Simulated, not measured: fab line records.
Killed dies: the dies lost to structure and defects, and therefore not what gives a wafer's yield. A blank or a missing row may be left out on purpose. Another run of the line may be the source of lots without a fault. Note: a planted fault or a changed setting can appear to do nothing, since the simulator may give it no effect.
fab line records    flow n5_finfet
[record] lots = 10  wafers = 29  last_day = 19
route steps=1938 shown TV_OPEN@1889 PASSIVATION@1909
lots that met no fault: from a run of the same line without faults
start_h: the number of hours between the record's first day and the start of the first shown wafer of the lot    wait_h: time in hours since the lot's previous step    " repeats the value in the row above    L1.1+2: a single row standing in for several wafers    - value missing, or start not given    * or withheld: withheld    < > ~ a bound
route shown NAME@n: a module of which the file shows steps, and the number in the route of the first    usual: the fault-free wafers' mean and standard deviation    same: alike in all rows    chamber/n: place in a boat    sites: each site's reading    _std_site: how widely they spread, as a standard deviation    _edge_site: outer sites' mean less inner sites'    radius_mm: for every site, how far away it sits from the centre of the wafer    mask NAME#n: copy n    behind: the tool/chamber that last shaped the wafer    hold: reason for holding the lot/hours on hold/outcome of the hold    device: transistor that didn't switch, given as n, p or np    end of line: the route-end tests of the same wafers    step lacking rows: just its recipe    killed: at the first sort, the dies lost to defects and structure; wafer yield is something else    map: the dies of a wafer, with x for killed, . for not killed, _ for no die there
set.NAME: setting as actually run; set.NAME@STEP: the setting as run at that earlier step    model.NAME: the simulator's own value behind a step, which no gauge read
steps of the route over a sample of lots; a table a step, a row a wafer
services: the hour from which a tool's chamber was out of use, counted from the record's first day as start_h (under 0 if before that day), plus the number of hours and why
[[steps]]
[step N5_PASSIVATION_STRIP_14]
[recipe] chemistry = O2  power_w = 600  temp_c = 60  pressure_mtorr = 30  rf_frequency_hz = 6e+07  bias_power_w = 0  overash_fraction = 0.5  o2_flow_sccm = 225
[usual] drypump_motor_current_A = 5.9/0.44  oes_product_au = 0.82/0.11  rf_vpp_V = 3.5/0.96  showerhead_plenum_p_Torr = 2.08/0.087  temp_c = 60.00/0.12  throttle_valve_pct = 16.70/0.25
lot.wafer  tool         chamber  start_h  wait_h  drypump_motor_current_A  oes_product_au  rf_hours_counter_h  rf_vpp_V  showerhead_plenum_p_Torr  temp_c  throttle_valve_pct
L133.1     rie_diel-06  2        302.75   0.1     5.6                      0.69            202                 3.7       2.17                      60.01   16.83
L133.4     "            1        "        "       6.0                      0.75            150                 2.5       1.93                      60.06   16.60
L133.6     "            3        "        "       6.6                      0.99            -                   2.5       2.23                      59.87   16.51
L140.3     rie_diel-01  2        327.05   0.1     5.4                      0.74            152                 4.9       2.12                      59.97   16.80
L140.5     "            3        "        "       6.2                      0.98            -                   3.7       2.06                      59.75   16.33
L140.6     "            2        "        "       5.4                      0.73            -                   4.1       2.12                      59.94   16.82
L139.2     rie_diel-06  3        335.01   0.1     6.6                      0.96            15                  3.2       2.23                      60.06   16.50
L139.5     "            1        "        "       6.0                      0.75            -                   3.6       1.92                      59.97   16.62
L144.2     rie_diel-01  2        362.09   0.1     5.4                      0.72            162                 2.2       2.11                      59.94   16.84
L144.4     "            1        "        "       5.5                      0.94            -                   4.1       2.06                      60.05   16.83
L144.5     "            3        "        "       6.3                      0.95            -                   5.5       2.06                      59.88   16.34
L148.1     rie_diel-01  2        377.65   0.1     5.4                      0.71            167                 5.2       2.11                      59.85   16.82
L148.3     "            3        "        "       6.2                      0.94            29                  3.7       2.05                      59.76   16.33
L148.6     "            2        "        "       5.4                      0.71            -                   4.7       2.11                      59.87   16.81
L146.2     rie_diel-01  2        392.57   0.1     5.4                      0.72            171                 3.3       2.11                      60.13   16.86
L146.4     "            3        "        "       6.3                      0.93            32                  3.3       2.05                      59.97   16.34
L146.6     "            2        "        "       5.4                      0.72            -                   3.6       2.11                      60.09   16.85
L150.1     rie_diel-06  3        392.64   0.1     6.7                      0.91            31                  3.3       2.22                      59.82   16.55
L150.3     "            1        "        "       5.9                      0.74            178                 2.5       1.92                      59.98   16.66
L150.4     "            0        "        "       6.0                      0.86            54                  6.3       2.05                      59.84   16.38
L151.2     rie_diel-02  1        409.39   0.1     5.6                      0.71            209                 3.4       2.18                      60.15   16.80
L151.3     "            2        "        "       6.7                      0.72            186                 3.9       1.93                      59.93   16.84
L151.5     "            2        "        "       6.6                      0.71            -                   2.7       1.93                      59.91   16.86
L155.1     rie_diel-01  0        444.66   0.1     5.9                      0.90            17                  3.0       2.05                      60.09   16.63
L155.2     "            2        "        "       5.4                      0.71            190                 2.3       2.10                      59.86   16.91
L155.6     "            2        "        "       5.4                      0.70            -                   4.1       2.10                      60.05   16.90
L156.1     rie_diel-01  3        452.68   0.1     6.3                      0.90            55                  3.6       2.04                      60.04   16.38
L156.3     "            2        "        "       5.5                      0.71            193                 4.0       2.10                      59.96   16.88
L156.5     "            3        "        "       6.3                      0.87            -                   4.7       2.05                      59.93   16.40
[step N5_PASSIVATION_AL_ETCH_33]
[recipe] chemistry = Cl2/BCl3  target_depth_a = 28000  over_etch_frac = 0.15  Cl2_flow_sccm = 180  bcl3_flow_sccm = 60  target = Al  stop_on = TaN  time_s = 466.7  ion_energy_ev = 100  pressure_mtorr = 10  icp_w = 900  bias_w = 100
[usual] drypump_motor_current_A = 5.7/0.52  oes_product_au = 0.74/0.063  throttle_valve_pct = 34.16/0.19
[same] over_etch_frac = 0.15  time_s = 466.7
lot.wafer  tool          chamber  start_h  wait_h  drypump_motor_current_A  oes_product_au  rf_hours_counter_h  throttle_valve_pct
L133.1     rie_metal-02  0        304.32   0.1     4.9                      0.77            21                  34.14
L133.4     "             0        "        "       4.9                      0.77            -                   34.14
L133.6     "             1        "        "       5.9                      0.74            -                   33.84
L140.3     rie_metal-01  1        328.38   0.2     6.0                      0.61            -                   34.43
L140.5     "             1        "        "       6.0                      0.62            -                   34.43
L140.6     "             0        "        "       6.5                      0.80            -                   34.13
L139.2     rie_metal-03  0        337.05   0.1     5.5                      0.70            41                  34.20
L139.5     "             0        "        "       5.5                      0.71            -                   34.22
L144.2     rie_metal-02  0        363.50   0.1     5.0                      0.75            27                  34.13
L144.4     "             1        "        "       5.9                      0.73            -                   33.83
L144.5     "             1        "        "       5.9                      0.72            -                   33.84
L148.1     rie_metal-03  0        380.32   0.1     5.4                      0.69            45                  34.24
L148.3     "             0        "        "       5.4                      0.70            -                   34.23
L148.6     "             1        "        "       5.3                      0.81            -                   34.15
L146.2     rie_metal-01  1        394.15   0.1     6.0                      0.62            93                  34.44
L146.4     "             1        "        "       6.0                      0.61            -                   34.43
L146.6     "             1        "        "       6.0                      0.61            -                   34.46
L150.1     rie_metal-02  0        394.32   0.1     5.0                      0.74            30                  34.14
L150.3     "             0        "        "       5.0                      0.74            -                   34.14
L150.4     "             1        "        "       5.9                      0.72            -                   33.82
L151.2     rie_metal-01  1        411.12   0.1     6.0                      0.61            95                  34.41
L151.3     "             0        "        "       6.6                      0.78            -                   34.11
L151.5     "             1        "        "       6.0                      0.62            -                   34.40
L155.1     rie_metal-01  0        445.78   0.1     6.6                      0.74            20                  34.14
L155.2     "             1        "        "       6.0                      0.88            0                   34.70
L155.6     "             1        "        "       6.0                      0.88            -                   34.70
L156.1     rie_metal-01  0        456.11   0.1     6.6                      0.76            21                  34.10
L156.3     "             1        "        "       6.0                      0.86            -                   34.66
L156.5     "             1        "        "       6.0                      0.87            -                   34.68
[step N5_PASSIVATION_STRIP_34]
[recipe] chemistry = O2  power_w = 600  temp_c = 60  pressure_mtorr = 30  rf_frequency_hz = 6e+07  bias_power_w = 0  overash_fraction = 2  o2_flow_sccm = 225
[usual] drypump_motor_current_A = 5.7/0.6  oes_product_au = 0.81/0.073  rf_vpp_V = 3.9/1.7  showerhead_plenum_p_Torr = 2.10/0.066  temp_c = 59.99/0.12  throttle_valve_pct = 16.62/0.24
lot.wafer  tool         chamber  start_h  wait_h  drypump_motor_current_A  oes_product_au  rf_hours_counter_h  rf_vpp_V  showerhead_plenum_p_Torr  temp_c  throttle_valve_pct
L133.1     rie_diel-03  3        304.83   0.1     5.1                      0.80            73                  4.7       2.03                      59.79   16.44
L133.4     "            1        "        "       4.7                      0.84            102                 2.4       2.01                      59.96   16.74
L133.6     "            3        "        "       5.1                      0.81            -                   2.0       2.03                      59.97   16.42
L140.3     rie_diel-04  0        328.77   0.1     6.2                      0.69            240                 3.2       2.07                      59.79   17.17
L140.5     "            1        "        "       6.2                      0.85            -                   5.5       2.12                      60.25   16.20
L140.6     "            2        "        "       4.9                      0.90            -                   6.8       2.22                      60.00   16.37
L139.2     rie_diel-04  2        337.57   0.1     4.9                      0.90            38                  4.9       2.22                      60.19   16.39
L139.5     "            0        "        "       6.2                      0.67            -                   3.2       2.07                      59.97   17.13
L144.2     rie_diel-03  2        364.02   0.1     5.1                      0.77            126                 3.3       2.04                      60.11   16.86
L144.4     "            3        "        "       5.1                      0.80            89                  3.4       2.02                      60.20   16.42
L144.5     "            2        "        "       5.1                      0.81            -                   4.1       2.04                      59.97   16.90
L148.1     rie_diel-05  2        380.84   0.1     6.6                      0.77            124                 5.2       2.10                      60.00   16.58
L148.3     "            0        "        "       5.1                      0.79            115                 4.4       2.10                      59.91   16.48
L148.6     "            3        "        "       5.7                      0.76            -                   2.3       2.03                      59.73   16.66
L146.2     rie_diel-05  0        394.84   0.1     5.1                      0.77            121                 6.0       2.10                      59.98   16.53
L146.4     "            1        "        "       5.5                      0.99            1                   3.7       2.12                      59.97   16.50
L146.6     "            0        "        "       5.1                      0.80            -                   5.0       2.09                      59.99   16.53
L150.1     rie_diel-05  2        394.88   0.1     6.6                      0.77            130                 7.3       2.09                      60.03   16.55
L150.3     "            1        "        "       5.5                      1.02            1                   5.8       2.13                      60.15   16.52
L150.4     "            3        "        "       5.7                      0.77            132                 5.1       2.02                      60.11   16.66
L151.2     rie_diel-04  1        411.64   0.1     6.3                      0.80            94                  6.7       2.10                      60.07   16.36
L151.3     "            2        "        "       4.9                      0.86            65                  4.2       2.21                      59.87   16.45
L151.5     "            1        "        "       6.2                      0.80            -                   1.2       2.11                      60.07   16.29
L155.1     rie_diel-04  2        446.38   0.2     4.9                      0.85            76                  4.7       2.20                      60.15   16.48
L155.2     "            1        "        "       6.3                      0.80            106                 1.3       2.10                      59.92   16.32
L155.6     "            1        "        "       6.3                      0.79            -                   4.4       2.10                      60.00   16.34
L156.1     rie_diel-04  3        456.88   0.3     6.2                      0.89            19                  4.1       2.15                      60.11   16.62
L156.3     "            1        "        "       6.3                      0.79            111                 3.1       2.10                      59.81   16.34
L156.5     "            0        "        "       6.1                      0.89            -                   3.0       2.06                      60.09   16.74
[step N5_PASSIVATION_PECVD_35]
[recipe] material = SiNx  target_thk_a = 7000  temp_c = 400  precursor = SiH4/NH3/N2  pressure_torr = 4.9  rf_w = 1406  time_s = 151.3
[usual] heater_power_w = 392/100  run_length_s = 195.5/0.49  showerhead_plenum_p_Torr = 8.68/0.05  throttle_valve_pct = 29.7/1.9
lot.wafer  tool      chamber  start_h  wait_h  heater_power_w  run_length_s  showerhead_plenum_p_Torr  throttle_valve_pct
L133.1     pecvd-01  2        305.45   0.1     564             196.0         8.71                      27.4
L133.4     "         0        "        "       461             195.4         8.66                      31.7
L133.6     "         2        "        "       601             195.2         8.70                      27.4
L140.3     pecvd-01  0        329.39   0.1     442             153.6         8.69                      31.5
L140.5     "         2        "        "       623             154.7         8.73                      27.6
L140.6     "         0        "        "       478             194.3         8.68                      31.2
L139.2     pecvd-01  1        338.18   0.1     397             195.1         8.71                      30.2
L139.5     "         1        "        "       426             154.6         8.71                      30.7
L144.2     pecvd-01  0        364.63   0.1     373             195.2         8.70                      31.4
L144.4     "         2        "        "       577             195.5         8.70                      27.7
L144.5     "         1        "        "       358             154.8         8.74                      30.6
L148.1     pecvd-03  0        381.45   0.1     318             196.1         8.61                      30.1
L148.3     "         1        "        "       428             196.3         8.63                      33.3
L148.6     "         0        "        "       357             195.8         8.60                      29.9
L146.2     pecvd-03  0        395.45   0.1     279             195.7         8.60                      29.9
L146.4     "         1        "        "       369             196.4         8.62                      33.4
L146.6     "         0        "        "       336             195.9         8.61                      30.1
L150.1     pecvd-04  0        395.54   0.1     239             195.9         8.72                      28.2
L150.3     "         2        "        "       368             195.1         8.76                      29.7
L150.4     "         0        "        "       290             195.0         8.74                      28.3
L151.2     pecvd-04  0        412.71   0.1     314             195.4         8.71                      28.3
L151.3     "         0        "        "       342             195.7         8.71                      28.3
L151.5     "         2        "        "       390             195.4         8.74                      29.9
L155.1     pecvd-04  2        447.03   0.1     301             195.6         8.73                      30.4
L155.2     "         1        "        "       232             195.8         8.67                      27.4
L155.6     "         2        "        "       334             195.1         8.75                      30.2
L156.1     pecvd-04  0        457.49   0.1     349             195.1         8.71                      28.5
L156.3     "         1        "        "       365             196.4         8.70                      27.1
L156.5     "         1        "        "       238             196.2         8.66                      27.1
[step N5_PASSIVATION_PROBE_49]
[usual] defect_limited_yield = 91.3/1.3  killed_at_M0_to_M3 = 34/9.1  killed_at_M4_up = 14/5.6  killed_at_contacts = 13/5.9  killed_at_front_end = 39/11  killed_at_other = 3.6/3  killed_dies = 102/16  killed_open = 68/12  killed_short = 33/7.3  sort_bin_5_function = 5.2/0.89  sort_bin_6_memory = 3.2/0.68  sort_n_pass = 1078/16  sort_yield_pct = 91.3/1.3
[same] gross_dies = 1180  killed_at_back_side = 0  sort_bin_4_leakage[%] = 0  sort_bin_8_speed[%] = 0
lot.wafer  tool       chamber  start_h  wait_h  defect_limited_yield[%]  killed_at_M0_to_M3  killed_at_M4_up  killed_at_contacts  killed_at_front_end  killed_at_other  killed_dies  killed_open  killed_short  sort_bin_5_function[%]  sort_bin_6_memory[%]  sort_n_pass  sort_yield_pct[%]
L133.1     prober-02  -        309.24   0.0     91.2                     39                  11               11                  42                   1                104          69           35            5.3                     3.0                   1076         91.2
L133.4     prober-02  -        309.39   0.2     92.0                     17                  18               7                   46                   6                94           56           38            4.7                     3.0                   1086         92.0
L133.6     prober-02  -        309.49   0.3     91.0                     28                  14               8                   49                   7                106          75           27            4.9                     3.6                   1074         91.0
L144.2     prober-01  -        368.37   0.1     91.1                     29                  18               15                  42                   1                105          67           36            6.1                     2.5                   1075         91.1
L144.4     prober-01  -        368.47   0.2     89.2                     32                  34               15                  45                   2                128          86           33            6.5                     3.5                   1052         89.2
L144.5     prober-01  -        368.52   0.2     90.1                     25                  28               27                  34                   3                117          87           29            6.0                     3.6                   1063         90.1
L146.2     prober-02  -        399.18   0.1     90.1                     40                  7                20                  36                   14               117          80           36            5.6                     4.0                   1063         90.1
L146.4     prober-02  -        399.28   0.2     93.1                     25                  8                12                  33                   4                82           46           31            3.3                     3.1                   1098         93.1
L146.6     prober-02  -        399.38   0.3     91.9                     43                  18               11                  20                   4                96           58           36            4.5                     3.1                   1084         91.9
L150.1     prober-01  -        399.92   0.0     91.8                     34                  11               6                   40                   6                97           63           34            5.2                     2.8                   1083         91.8
L150.3     prober-01  -        400.02   0.1     90.8                     29                  13               14                  48                   4                108          76           32            6.3                     2.6                   1072         90.8
L151.2     prober-02  -        417.43   0.1     90.8                     38                  25               14                  31                   1                109          75           32            6.8                     2.2                   1071         90.8
L151.3     prober-02  -        417.48   0.1     92.2                     31                  8                10                  41                   2                92           54           38            4.9                     2.6                   1088         92.2
L151.5     prober-02  -        417.58   0.2     92.4                     39                  15               6                   29                   1                90           47           41            4.3                     3.0                   1090         92.4
L155.1     prober-01  -        450.94   0.0     90.5                     29                  16               12                  45                   10               112          66           45            5.7                     3.6                   1068         90.5
L155.2     prober-01  -        450.99   0.1     90.8                     30                  18               13                  45                   2                108          66           37            5.5                     3.2                   1072         90.8
L155.6     prober-01  -        451.19   0.3     90.7                     41                  11               11                  40                   7                110          80           29            5.1                     3.8                   1070         90.7
// killed by level:class
L133.1 FIN_SAQP:geometric_particle:short=15 BEOL_M2:geometric_particle:open=12 MOL_CONTACT_COAG:geometric_particle:open=9 FIN_SAQP:geometric_particle:open=7 BEOL_M1:geometric_particle:open=7 BEOL_M3:geometric_particle:open=7 BEOL_M0_SAQP:geometric_particle:open=5 STI_FIN_REVEAL:geometric_particle:open=4
L133.4 STI_FIN_REVEAL:geometric_particle:open=13 FIN_SAQP:geometric_particle:open=7 FIN_SAQP:geometric_particle:short=7 MOL_CONTACT_COAG:geometric_particle:open=7 BEOL_M0_SAQP:geometric_particle:short=7 BEOL_M4:geometric_particle:short=7 GATE_CUT:geometric_particle:short=5 BEOL_M5:geometric_particle:open=3
L133.6 BEOL_M2:geometric_particle:open=13 STI_FIN_REVEAL:geometric_particle:open=12 MOL_CONTACT_COAG:geometric_particle:open=8 FIN_SAQP:geometric_particle:short=7 BEOL_M4:geometric_particle:open=6 GATE_CUT:geometric_particle:short=5 BEOL_M3:geometric_particle:open=5 BEOL_M0_SAQP:geometric_particle:open=4
L144.2 FIN_SAQP:geometric_particle:open=14 MOL_CONTACT_COAG:geometric_particle:open=8 BEOL_M3:geometric_particle:open=7 MOL_CONTACT_COAG:geometric_particle:short=7 BEOL_M4:geometric_particle:open=7 FIN_SAQP:geometric_particle:short=6 STI_FIN_REVEAL:geometric_particle:open=5 BEOL_M2:geometric_particle:open=5
L144.4 BEOL_M4:geometric_particle:open=21 MOL_CONTACT_COAG:geometric_particle:open=13 BEOL_M0_SAQP:geometric_particle:short=10 FIN_SAQP:geometric_particle:open=9 STI_FIN_REVEAL:geometric_particle:open=9 HKMG_FIN:area_etch=8 BEOL_M4:geometric_particle:short=7 BEOL_M3:geometric_particle:open=6
L144.5 MOL_CONTACT_COAG:geometric_particle:open=22 BEOL_M4:geometric_particle:open=19 FIN_SAQP:geometric_particle:open=12 FIN_SAQP:geometric_particle:short=10 BEOL_M0_SAQP:geometric_particle:open=6 BEOL_M2:geometric_particle:open=6 STI_FIN_REVEAL:geometric_particle:open=5 MOL_CONTACT_COAG:geometric_particle:short=5
L146.2 MOL_CONTACT_COAG:geometric_particle:open=17 BEOL_M0_SAQP:geometric_particle:open=11 BEOL_M0_SAQP:geometric_particle:short=10 BEOL_M2:geometric_particle:open=10 STARTING-WAFER:geometric_particle:open=8 FIN_SAQP:geometric_particle:open=5 FIN_SAQP:geometric_particle:short=4 BEOL_M3:geometric_particle:open=4
L146.4 MOL_CONTACT_COAG:geometric_particle:open=10 FIN_SAQP:geometric_particle:short=6 BEOL_M0_SAQP:geometric_particle:open=6 HKMG_FIN:area_etch=5 BEOL_M0_SAQP:geometric_particle:short=4 BEOL_M1:geometric_particle:open=4 BEOL_M3:geometric_particle:open=4 FIN_SAQP:geometric_particle:open=3
L146.6 BEOL_M0_SAQP:geometric_particle:short=17 MOL_CONTACT_COAG:geometric_particle:open=10 BEOL_M0_SAQP:geometric_particle:open=10 FIN_SAQP:geometric_particle:open=6 BEOL_M1:geometric_particle:open=5 BEOL_M6:geometric_particle:open=4 DUMMY_GATE:geometric_particle:open=3 BEOL_M1:geometric_particle:short=3
L150.1 FIN_SAQP:geometric_particle:short=11 STI_FIN_REVEAL:geometric_particle:open=9 BEOL_M4:geometric_particle:open=7 FIN_SAQP:geometric_particle:open=6 BEOL_M3:geometric_particle:open=6 BEOL_M0_SAQP:geometric_particle:short=5 BEOL_M1:geometric_particle:open=5 MOL_CONTACT_COAG:geometric_particle:open=4
L150.3 STI_FIN_REVEAL:geometric_particle:open=15 MOL_CONTACT_COAG:geometric_particle:open=12 BEOL_M2:geometric_particle:open=10 BEOL_M0_SAQP:geometric_particle:short=7 DUMMY_GATE:geometric_particle:open=7 GATE_CUT:geometric_particle:short=7 BEOL_M4:geometric_particle:open=5 FIN_SAQP:geometric_particle:open=4
L151.2 MOL_CONTACT_COAG:geometric_particle:open=10 BEOL_M2:geometric_particle:open=10 BEOL_M0_SAQP:geometric_particle:open=9 FIN_SAQP:geometric_particle:open=7 BEOL_M0_SAQP:geometric_particle:short=6 BEOL_M3:geometric_particle:open=6 DUMMY_GATE:geometric_particle:open=5 GATE_CUT:geometric_particle:short=5
L151.3 FIN_SAQP:geometric_particle:short=9 FIN_SAQP:geometric_particle:open=9 MOL_CONTACT_COAG:geometric_particle:open=9 BEOL_M0_SAQP:geometric_particle:short=7 BEOL_M0_SAQP:geometric_particle:open=7 DUMMY_GATE:geometric_particle:open=5 BEOL_M2:geometric_particle:open=5 BEOL_M3:geometric_particle:open=5
L151.5 BEOL_M0_SAQP:geometric_particle:short=11 BEOL_M0_SAQP:geometric_particle:open=8 GATE_CUT:geometric_particle:short=7 BEOL_M1:geometric_particle:short=7 BEOL_M3:geometric_particle:open=7 FIN_SAQP:geometric_particle:short=5 MOL_CONTACT_COAG:geometric_particle:open=5 BEOL_M2:geometric_particle:open=5
L155.1 GATE_CUT:geometric_particle:short=9 MOL_CONTACT_COAG:geometric_particle:open=9 STI_FIN_REVEAL:geometric_particle:open=8 FIN_SAQP:geometric_particle:short=7 BEOL_M3:geometric_particle:open=7 BEOL_M0_SAQP:geometric_particle:short=7 BEOL_M4:geometric_particle:open=7 DUMMY_GATE:geometric_particle:open=5
L155.2 BEOL_M4:geometric_particle:open=10 STI_FIN_REVEAL:geometric_particle:open=9 BEOL_M0_SAQP:geometric_particle:short=9 FIN_SAQP:geometric_particle:open=7 GATE_CUT:geometric_particle:short=7 MOL_CONTACT_COAG:geometric_particle:open=7 GATE_CUT:geometric_particle:open=6 MOL_CONTACT_COAG:geometric_particle:short=6
L155.6 BEOL_M0_SAQP:geometric_particle:open=11 MOL_CONTACT_COAG:geometric_particle:open=10 BEOL_M3:geometric_particle:open=10 FIN_SAQP:geometric_particle:open=8 STI_FIN_REVEAL:geometric_particle:open=8 GATE_CUT:geometric_particle:short=8 BEOL_M2:geometric_particle:open=5 GATE_CUT:geometric_particle:open=4
[[services]]
tool          chamber  start_h  hours  kind
pecvd-01      -        283.93   1.5    repair
rie_metal-02  -        284.96   0.4    repair
pecvd-03      -        304.54   5.5    pm
rie_diel-01   1        305.06   -      clean
rie_metal-03  -        307.27   2.8    pm
rie_diel-03   -        317.11   0.4    repair
rie_diel-01   1        329.54   2.5    repair
pecvd-03      -        332.36   0.8    pm
pecvd-03      2        337.88   15.0   repair
rie_diel-03   -        340.17   4.3    pm
rie_diel-01   -        345.20   2.8    pm
pecvd-04      0        360.53   5.8    repair
rie_metal-01  -        368.34   4.3    pm
pecvd-01      2        381.79   3.1    repair
rie_metal-03  0        384.87   8.1    repair
rie_diel-04   -        386.34   1.0    repair
rie_diel-01   0        408.56   21.0   repair
rie_metal-02  -        420.48   4.3    pm
pecvd-03      2        427.96   2.1    repair
rie_diel-02   -        436.50   2.0    repair
pecvd-04      -        441.50   2.8    pm
rie_diel-03   -        442.74   15.6   pm
rie_diel-06   0        442.75   2.5    repair
rie_diel-01   -        455.50   0.3    repair
[[key]]
[first_sign] step = N5_PASSIVATION_PECVD_35  reading = run_length_s  direction = down  sigmas = 83  usual = *  struck = *
effect none on later readings
met_at N5_PASSIVATION_PECVD_35
struck_lots L139,L140,L144
struck_wafers L139.5,L140.3,L140.5,L144.5
not_acting_at N5_PASSIVATION_STRIP_14,N5_PASSIVATION_AL_ETCH_33,N5_PASSIVATION_STRIP_34
onset_between 305.45 329.39
[fault] kind = process_parameter_drift  tool = pecvd-01  chamber = -  onset_h = 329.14  steps = N5_PASSIVATION_PECVD_35  channel = time_s  offset = *  shape = step  end_h = 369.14  scope = struck_wafers_only  acts_in = *  stated = *
